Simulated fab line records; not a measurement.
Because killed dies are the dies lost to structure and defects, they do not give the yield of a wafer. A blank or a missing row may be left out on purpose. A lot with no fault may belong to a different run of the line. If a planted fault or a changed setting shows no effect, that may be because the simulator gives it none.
Struck lot and sound lot, side by side / flow nand_harc / 15 out of 1159 route steps
Sound: wafers L435.1, L435.3, L435.5. Wafers L454.4, L454.6 were the ones struck. At the end, the cause is stated.
Each step with rows lists, per side, the tool, then ch with its chambers, then its first start. Under that, the readings that differ: sound wafers / struck wafers / difference of the means / sigmas: that difference in standard deviations of wafers without a fault.
alike: readings with means less than 2 such deviations apart, plus words and numbers identical on both sides. not compared: withheld readings, readings lacking a value on some wafer, bounds such as >300 that could conceal the same value, and numbers that have no deviation in the record and whose values overlap.
Wherever a step has rows on one side only, a row that says differs or no value, or a row with sigmas, the two part there. Non-overlapping numbers with no deviation appear without sigmas and do not part them. Lack of a reading on every wafer of one side parts them only where that side has two or more wafers.

first, 1 step without rows for these wafers: NHARC_A_ONON_D1_DEP_03 (target thk 1000 nm).
NHARC_A_ONON_D1_THK_MEAS_05: measures by ellipsometry.
  sound on film_metro-02 at day 7 20:56; struck on film_metro-02 at day 12 08:36
  alike: thk_nm
next comes 1 step that has no rows for these wafers: NHARC_A_ONON_D1_DEP_06 (target thickness 1000 nm).
NHARC_A_ONON_D1_THK_MEAS_08: measures by ellipsometry.
  sound on film_metro-01 at day 7 21:31; struck on film_metro-02 at day 12 09:10
  alike: thk_nm
next comes 1 step that has no rows for these wafers: NHARC_A_ONON_D1_DEP_09 (target thickness 1000 nm).
NHARC_A_ONON_D1_THK_MEAS_11: measures by ellipsometry.
  sound on film_metro-02 at day 7 22:04; struck on film_metro-02 at day 12 09:44
  alike: thk_nm
next comes 1 step that has no rows for these wafers: NHARC_A_ONON_D1_DEP_12 (target thickness 1000 nm).
NHARC_A_ONON_D1_THK_MEAS_14: measures by ellipsometry.
  sound on film_metro-01 at day 7 22:39; struck on film_metro-01 at day 12 10:17
  alike: thk_nm
then, 2 steps without rows for these wafers: NHARC_A_ONON_D1_ANNEAL_15 (time 3600 s); NHARC_A_ONON_D1_DEP_16 (target thk 1000 nm).
NHARC_A_ONON_D1_THK_MEAS_18: measures by ellipsometry.
  sound on film_metro-02 at day 8 08:59; struck on film_metro-02 at day 12 18:19
  alike: thk_nm
NHARC_A_ONON_D1_DEP_19: target thk 1000 nm.
  sound on pecvd_onon-03 ch 0, day 8 09:03; struck on pecvd_onon-03 ch 0, day 12 18:33
  alike: sih4_flow_sccm
NHARC_A_ONON_D1_THK_MEAS_21: measures by ellipsometry.
  sound on film_metro-02 at day 8 09:34; struck on film_metro-01 at day 12 18:53
reading=thk_nm (nm); sound=1005 1006 1006; struck=1648 1646; difference=+641; sigmas=+77
next comes 1 step that has no rows for these wafers: NHARC_A_ONON_D1_DEP_22 (target thickness 1000 nm).
-- break in the record here, with 12 days between the starts of the struck wafers on either side (left off in module A_ONON_D1, picked up again in module END, where the first step shown is number 1159 on the route) --
NHARC_END_SORT_01:
  the record has rows for the struck wafers here (prober-02 ch 0, day 24 09:11) and none for the sound ones

## WHERE THEY PART
At NHARC_A_ONON_D1_THK_MEAS_21 first; at NHARC_END_SORT_01 last (within this record only).

WHY: what the simulator had put in
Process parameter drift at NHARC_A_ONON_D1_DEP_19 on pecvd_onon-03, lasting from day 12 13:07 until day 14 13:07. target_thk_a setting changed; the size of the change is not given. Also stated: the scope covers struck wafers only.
